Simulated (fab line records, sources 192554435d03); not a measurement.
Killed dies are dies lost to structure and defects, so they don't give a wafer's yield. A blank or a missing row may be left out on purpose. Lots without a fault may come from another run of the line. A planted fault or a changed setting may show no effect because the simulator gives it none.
Chamber matching | flow n5_finfet | N5_BEOL_M4_CMP_52 on cmp-02: 4 sister chambers
The step polishes, stops on SiOC, t overpolish 6.8 s, target thk 40 nm. 8 wafers are shown with their chamber, then 7 later ones without.

WAFERS WITH THEIR CHAMBER
wafer  | chamber | motor_current_A (A) | barrier_field_endpoint_s (s)
L084.3 | 3       | 6.2                 | 24.5
L085.2 | 0       | 5.1                 | 24.5
L088.1 | 2       | 6.0                 | 24.9
L091.2 | 0       | 5.2                 | 22.9
L091.3 | 3       | 6.4                 | 23.9
L091.4 | 1       | 5.4                 | 24.9
L094.2 | 1       | 5.5                 | 24.7
L095.1 | 2       | 6.0                 | 25.2

WAFERS WITHOUT THEIR CHAMBER
wafer  | motor_current_A (A) | barrier_field_endpoint_s (s)
L095.3 | 6.6                 | 24.7
L095.4 | 5.3                 | 24.1
L096.1 | 5.9                 | 24.1
L096.2 | 6.4                 | 23.5
L096.3 | 5.5                 | 23.1
L097.1 | 6.5                 | 25.1
L097.4 | 6.0                 | 24.5

WHICH CHAMBER EACH WENT THROUGH
wafer  | from the rows above     | in truth
L095.3 | 3                       | 3
L095.4 | can't be placed: 0 or 1 | 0
L096.1 | 2                       | 2
L096.2 | 3                       | 3
L096.3 | can't be placed: 1 or 0 | 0
L097.1 | 3                       | 3
L097.4 | 2                       | 2
Placed correctly: 5 of 7. Can't be placed from these rows: 2 (the true chamber is among the candidates in 2). Placed wrongly: 0.
How it was worked out, from the rows above alone: a wafer's distance from a chamber is the root of the sum, over the readings, of the square of ((its reading less the chamber's mean) divided by the reading's scatter). The wafer belongs to the nearest chamber; if the next one is less than 2 further off, it can't be placed. A chamber's mean is the mean of its shown wafers. The scatter: the root of (the sum of the squares of (reading less its chamber's mean) over the shown wafers, divided by (wafers less chambers)).
